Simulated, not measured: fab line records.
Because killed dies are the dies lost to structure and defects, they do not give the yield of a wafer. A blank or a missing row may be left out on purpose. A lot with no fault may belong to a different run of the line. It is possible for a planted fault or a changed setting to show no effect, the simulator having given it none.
fab line records -- flow nand-harc
record: lots: 13, wafers: 39, last-day: 33
route steps=1302 shown A_CHANNEL_FILL_D1@513 A_DECK1_JOINT@527 END@1302
lots with no fault: from the same line, run without faults
start-h: start of the lot's first displayed wafer, in hours after the record's first day -- wait-h: how many hours have passed since the lot's step before this one -- " unchanged from the row above -- L1.1+2: a row that stands for several wafers -- - no value, or no start given -- * or withheld: withheld -- < > ~ a bound
route shown NAME@n: NAME is a module with steps in the file, n the number in the route of the first one -- usual: mean/standard deviation taken from wafers without a fault -- same: alike in all rows -- chamber/n: place in a boat -- sites: per-site readings -- _std_site: standard deviation across them -- _edge_site: inner sites' mean taken away from outer sites' mean -- radius-mm: how far each site lies from the wafer's centre -- mask NAME#n: copy n -- behind: tool/chamber where the wafer was last shaped -- hold: why the lot was held/for how many hours/how that ended -- device: names the non-switching transistor (n, p or np) -- end of line: at the end of the route, the tests of the same wafers -- a step given without rows: its recipe and nothing more -- killed: at the first sort, the dies lost to defects and structure; wafer yield is something else -- map: a wafer's dies, x killed, . not, _ none there
set.NAME: setting as actually run; set.NAME@STEP: the setting as run at that earlier step -- model.NAME: the simulator's own value behind a step, which no gauge read
one table for each step of the route and one row for each wafer, over a sample of lots
services: a tool's chamber out of use, with start hour (start-h, from the record's first day; less than 0 if before it), hours out, and reason
== steps ==
step: NHARC_A_CHANNEL_FILL_D1_CMP_10
recipe: target-thk-nm: 150
usual: motor-current-A: 11.3/1.2, time-to-endpoint-s: 15.0/2.2
lot.wafer,tool,chamber,start-h,wait-h,motor-current-A,time-to-endpoint-s
L856.3,cmp-04,2,245.01,0.4,9.3,13.8
L856.2,cmp-04,0,245.01,0.4,12.4,17.8
L856.5,cmp-04,2,245.01,0.4,10.5,14.0
L857.4,cmp-02,2,251.29,0.4,12.2,14.1
L857.1,cmp-02,3,251.29,0.4,10.0,15.3
L857.6,cmp-02,1,251.29,0.4,12.0,10.7
L859.2,cmp-02,2,259.01,0.4,11.1,13.1
L859.1,cmp-02,0,259.01,0.4,12.2,16.1
L859.5,cmp-02,2,259.01,0.4,11.9,11.4
L858.4,cmp-04,3,259.06,0.4,9.6,18.3
L858.2,cmp-04,0,259.06,0.4,12.3,14.7
L858.5,cmp-04,2,259.06,0.4,10.4,14.0
L860.2,cmp-02,0,281.61,0.4,11.8,18.3
L860.6,cmp-02,1,281.61,0.4,11.8,15.1
L860.5,cmp-02,2,281.61,0.4,11.8,15.8
L861.3,cmp-02,1,295.39,0.4,13.0,12.9
L861.4,cmp-02,3,295.39,0.4,9.3,16.4
L861.5,cmp-02,1,295.39,0.4,12.0,12.3
L863.4,cmp-01,1,314.36,0.4,14.0,15.0
L863.2,cmp-01,3,314.36,0.4,11.2,15.0
L863.5,cmp-01,2,314.36,0.4,11.2,14.9
L862.3,cmp-02,2,317.95,0.4,11.9,10.4
L862.2,cmp-02,3,317.95,0.4,9.7,13.8
L862.5,cmp-02,3,317.95,0.4,9.4,13.8
L864.2,cmp-02,0,323.76,0.4,11.8,16.2
L864.5,cmp-02,0,323.76,0.4,11.7,17.1
L864.6,cmp-02,1,323.76,0.4,12.6,12.7
L866.3,cmp-02,0,337.20,0.4,12.4,15.3
L866.1,cmp-02,1,337.20,0.4,12.6,10.7
L866.6,cmp-02,2,337.20,0.4,11.4,13.8
L874.3,cmp-04,2,418.70,0.4,10.3,15.1
L874.2,cmp-04,3,418.70,0.4,9.4,13.5
L874.1,cmp-04,0,418.70,0.4,12.6,16.0
L877.4,cmp-04,0,458.91,0.4,12.9,18.3
L877.1,cmp-04,2,458.91,0.4,9.6,15.3
L877.5,cmp-04,0,458.91,0.4,11.9,16.0
L879.3,cmp-01,0,468.76,0.4,11.7,18.7
L879.1,cmp-01,1,468.76,0.4,13.5,17.2
L879.4,cmp-01,3,468.76,0.4,11.7,14.3
step: NHARC_A_DECK1_JOINT_CMP_13
recipe: target-thk-nm: 51.023
usual: motor-current-A: 11.6/1.1, time-to-endpoint-s: 9.5/2.3
lot.wafer,tool,chamber,start-h,wait-h,motor-current-A,time-to-endpoint-s
L856.2,cmp-03,1,255.60,0.4,12.1,8.6
L856.3,cmp-03,3,255.60,0.4,11.8,10.9
L856.5,cmp-03,1,255.60,0.4,12.8,9.4
L857.4,cmp-03,1,265.89,0.4,12.8,12.2
L857.1,cmp-03,0,265.89,0.4,13.1,10.6
L857.6,cmp-03,1,265.89,0.4,12.0,14.6
L858.4,cmp-02,1,269.58,0.4,12.4,5.3
L858.2,cmp-02,0,269.58,0.4,11.8,8.4
L858.5,cmp-02,2,269.58,0.4,11.5,6.8
L859.1,cmp-04,2,269.60,0.4,10.0,10.2
L859.2,cmp-04,0,269.60,0.4,12.3,12.6
L859.5,cmp-04,1,269.60,0.4,10.7,12.5
L860.2,cmp-04,1,292.18,0.4,11.0,11.4
L860.5,cmp-04,3,292.18,0.4,9.9,9.5
L860.6,cmp-04,0,292.18,0.4,12.6,13.3
L861.3,cmp-03,0,306.15,0.4,13.4,9.5
L861.4,cmp-03,2,306.15,0.4,12.5,8.4
L861.5,cmp-03,3,306.15,0.4,11.9,10.6
L863.4,cmp-02,1,324.94,0.4,13.2,8.9
L863.2,cmp-02,2,324.94,0.4,12.1,10.3
L863.5,cmp-02,1,324.94,0.4,12.7,7.0
L862.3,cmp-04,1,328.89,0.4,10.8,9.1
L862.2,cmp-04,2,328.89,0.4,10.4,12.7
L862.5,cmp-04,0,328.89,0.4,12.3,8.9
L864.2,cmp-02,0,334.40,0.4,11.6,6.6
L864.5,cmp-02,3,334.40,0.4,9.7,9.1
L864.6,cmp-02,0,334.40,0.4,12.9,9.6
L866.1,cmp-02,2,348.13,0.4,11.7,9.5
L866.3,cmp-02,3,348.13,0.4,9.8,11.4
L866.6,cmp-02,1,348.13,0.4,12.9,7.4
L874.1,cmp-03,2,429.24,0.4,13.1,10.2
L874.2,cmp-03,3,429.24,0.4,11.5,13.0
L874.3,cmp-03,0,429.24,0.4,13.6,11.2
L877.4,cmp-04,2,469.63,0.4,9.7,9.9
L877.1,cmp-04,1,469.63,0.4,10.9,7.9
L877.5,cmp-04,2,469.63,0.4,10.2,8.4
L879.4,cmp-02,3,479.52,0.4,10.3,8.0
L879.3,cmp-02,0,479.52,0.4,11.4,7.1
L879.1,cmp-02,2,479.52,0.4,11.8,4.6
step: NHARC_A_DECK1_JOINT_THK_MEAS_14
recipe: thk-meas-gauge: ellipsometry
usual: thk-nm: 50.6/1.3
lot.wafer,tool,chamber,start-h,wait-h,thk-nm
L856.2,film-metro-02,-,255.85,0.2,48.9
L856.3,film-metro-02,-,255.85,0.2,50.7
L856.5,film-metro-02,-,255.85,0.2,51.7
L857.1,film-metro-02,-,266.14,0.2,51.1
L857.4,film-metro-02,-,266.14,0.2,47.8
L857.6,film-metro-02,-,266.14,0.2,51.6
L859.1,film-metro-02,-,269.83,0.2,52.7
L859.2,film-metro-02,-,269.83,0.2,51.7
L859.5,film-metro-02,-,269.83,0.2,53.5
L858.2,film-metro-01,-,269.83,0.2,50.8
L858.4,film-metro-01,-,269.83,0.2,50.2
L858.5,film-metro-01,-,269.83,0.2,51.3
L860.2,film-metro-02,-,292.39,0.2,52.1
L860.5,film-metro-02,-,292.39,0.2,51.6
L860.6,film-metro-02,-,292.39,0.2,50.9
L861.3,film-metro-01,-,306.38,0.2,49.7
L861.4,film-metro-01,-,306.38,0.2,51.1
L861.5,film-metro-01,-,306.38,0.2,51.4
L863.2,film-metro-02,-,325.20,0.2,49.4
L863.4,film-metro-02,-,325.20,0.2,49.6
L863.5,film-metro-02,-,325.20,0.2,50.3
L862.2,film-metro-02,-,329.10,0.2,51.8
L862.3,film-metro-02,-,329.10,0.2,50.6
L862.5,film-metro-02,-,329.10,0.2,51.8
L864.2,film-metro-01,-,334.63,0.2,50.2
L864.5,film-metro-01,-,334.63,0.2,49.5
L864.6,film-metro-01,-,334.63,0.2,50.6
L866.1,film-metro-01,-,348.34,0.2,48.7
L866.3,film-metro-01,-,348.34,0.2,49.5
L866.6,film-metro-01,-,348.34,0.2,50.2
L874.1,film-metro-02,-,429.50,0.2,49.3
L874.2,film-metro-02,-,429.50,0.2,49.3
L874.3,film-metro-02,-,429.50,0.2,47.5
L877.1,film-metro-02,-,469.89,0.2,51.4
L877.4,film-metro-02,-,469.89,0.2,52.1
L877.5,film-metro-02,-,469.89,0.2,50.8
L879.1,film-metro-01,-,479.78,0.2,50.4
L879.3,film-metro-01,-,479.78,0.2,49.3
L879.4,film-metro-01,-,479.78,0.2,50.3
step: NHARC_A_DECK1_JOINT_CMP_02
recipe: material: SiOx
usual: motor-current-A: 11.7/1.2
lot.wafer,tool,chamber,start-h,wait-h,motor-current-A
L856.2,cmp-03,3,277.82,0.4,11.4
L856.3,cmp-03,0,277.82,0.4,13.7
L856.5,cmp-03,0,277.82,0.4,13.5
L857.4,cmp-02,2,287.98,0.4,11.5
L857.1,cmp-02,3,287.98,0.4,9.7
L857.6,cmp-02,1,287.98,0.4,12.0
L858.4,cmp-04,3,294.40,0.4,9.6
L858.2,cmp-04,2,294.40,0.4,9.6
L858.5,cmp-04,0,294.40,0.4,12.0
L859.1,cmp-02,1,294.43,0.4,13.3
L859.2,cmp-02,2,294.43,0.4,12.1
L859.5,cmp-02,1,294.43,0.4,12.1
L860.2,cmp-03,3,321.33,0.4,11.8
L860.5,cmp-03,0,321.33,0.4,13.2
L860.6,cmp-03,1,321.33,0.4,11.3
L861.3,cmp-02,3,329.73,0.4,9.9
L861.4,cmp-02,1,329.73,0.4,12.2
L861.5,cmp-02,3,329.73,0.4,9.8
L862.3,cmp-03,3,351.20,0.4,12.2
L862.2,cmp-03,2,351.20,0.4,12.7
L862.5,cmp-03,3,351.20,0.4,11.7
L863.4,cmp-04,3,351.23,0.4,10.0
L863.2,cmp-04,0,351.23,0.4,12.3
L863.5,cmp-04,3,351.23,0.4,9.9
L864.2,cmp-02,0,360.95,0.4,11.2
L864.6,cmp-02,1,360.95,0.4,12.9
L864.5,cmp-02,2,360.95,0.4,11.5
L866.1,cmp-04,3,367.11,0.4,9.7
L866.3,cmp-04,0,367.11,0.4,12.6
L866.6,cmp-04,3,367.11,0.4,9.9
L874.1,cmp-02,1,450.34,0.4,12.4
L874.2,cmp-02,3,450.34,0.4,9.4
L874.3,cmp-02,0,450.34,0.4,11.7
L877.4,cmp-04,0,490.80,0.4,13.0
L877.1,cmp-04,1,490.80,0.4,11.6
L877.5,cmp-04,2,490.80,0.4,9.9
L879.4,cmp-03,2,504.31,0.4,12.3
L879.3,cmp-03,3,504.31,0.4,11.7
L879.1,cmp-03,0,504.31,0.4,13.1
step: NHARC_END_SORT_01
recipe: temp-c: 25
usual: killed-at-array: 58/17, killed-at-other: 1.0/1.4, killed-at-periphery: 3.6/2.4, killed-dies: 62/17, killed-open: 3.4/2, killed-short: 2.2/1.6
same: gross-dies: 677
lot.wafer,tool,chamber,start-h,wait-h,killed-at-array,killed-at-other,killed-at-periphery,killed-dies,killed-open,killed-short
L877.1,prober-01,0,775.78,2.5,38,3,3,44,3,1
L877.4,prober-01,0,778.16,3.4,501,4,1,506,1,1
L877.5,prober-01,0,778.95,3.7,485,3,1,489,1,0
killed by level:class
L877.1 A_CHANNEL_HOLE_D1:chamber-film-flake=16 A_SLIT:chamber-film-flake=7 A_CHANNEL_FILL_D1:chamber-film-flake=5 A_CONTACT:chamber-film-flake=5 A_M0:chamber-film-flake=3 THIN_TSV:chamber-film-flake=3 P_STI:geometric-particle:open=1 P_GATE:geometric-particle:open=1
L877.4 A_DECK1_JOINT:unspecified=480 A_CHANNEL_HOLE_D1:chamber-film-flake=9 A_CONTACT:chamber-film-flake=6 THIN_TSV:chamber-film-flake=4 A_SLIT:chamber-film-flake=3 P_GATE:geometric-particle:open=1 A_CHANNEL_FILL_D1:geometric-particle:short=1 A_STAIRCASE:chamber-film-flake=1
L877.5 A_DECK1_JOINT:unspecified=461 A_CHANNEL_HOLE_D1:chamber-film-flake=13 A_SLIT:chamber-film-flake=4 A_CONTACT:chamber-film-flake=3 THIN_TSV:chamber-film-flake=3 P_CONTACT:geometric-particle:open=1 A_CHANNEL_FILL_D1:chamber-film-flake=1 A_STAIRCASE:chamber-film-flake=1
== services ==
tool,chamber,start-h,hours,kind
cmp-03,-,225.99,2.1,repair
cmp-03,-,235.35,0.8,repair
cmp-01,-,242.45,5.5,repair
cmp-02,-,242.74,4.0,pm
cmp-01,-,250.74,1.3,repair
cmp-04,-,253.69,2.8,repair
cmp-03,-,257.46,2.6,repair
cmp-01,-,274.69,2.0,repair
cmp-01,-,284.85,0.9,repair
cmp-04,-,303.00,1.7,repair
cmp-04,-,307.00,4.0,pm
cmp-04,-,318.89,0.9,repair
cmp-02,-,340.74,4.0,pm
cmp-03,-,358.06,4.0,pm
cmp-04,-,374.60,4.6,repair
cmp-03,-,393.34,0.5,repair
cmp-04,-,401.83,0.9,repair
cmp-04,-,405.00,4.0,pm
cmp-02,-,438.74,4.0,pm
cmp-04,-,454.63,1.8,repair
cmp-03,-,456.06,4.0,pm
cmp-03,-,463.50,0.9,repair
cmp-03,-,466.51,3.3,repair
cmp-04,-,503.00,4.0,pm
== key ==
first-sign: step: NHARC_END_SORT_01, reading: killed-at-array, direction: up, sigmas: 26, usual: 58, struck: 493
effect: step: NHARC_END_SORT_01, reading: killed-dies, direction: up, sigmas: 26, usual: 62, struck: 498
more-kills-born-at: NHARC_A_DECK1_JOINT_CMP_13@cmp-04: 941
met-at NHARC_A_DECK1_JOINT_CMP_13
struck-lots L877
struck-wafers L877.4,L877.5
tester-left-out L877
not-acting-at NHARC_A_CHANNEL_FILL_D1_CMP_10,NHARC_A_DECK1_JOINT_THK_MEAS_14,NHARC_A_DECK1_JOINT_CMP_02
onset-between 328.89 469.63
fault: kind: chamber-particle-source, tool: cmp-04, chamber: 2, onset-h: 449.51, steps: NHARC_A_DECK1_JOINT_CMP_13, rate-per-visit-cm2: 1.2915, end-h: 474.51
tester-left-out: of these lots the tester's yield and bins aren't shown, on N5 and GAA mostly nor the transistor test; their killed dies are dies lost to structure and defects alone, not to doping, threshold or leakage, so they don't give the yield
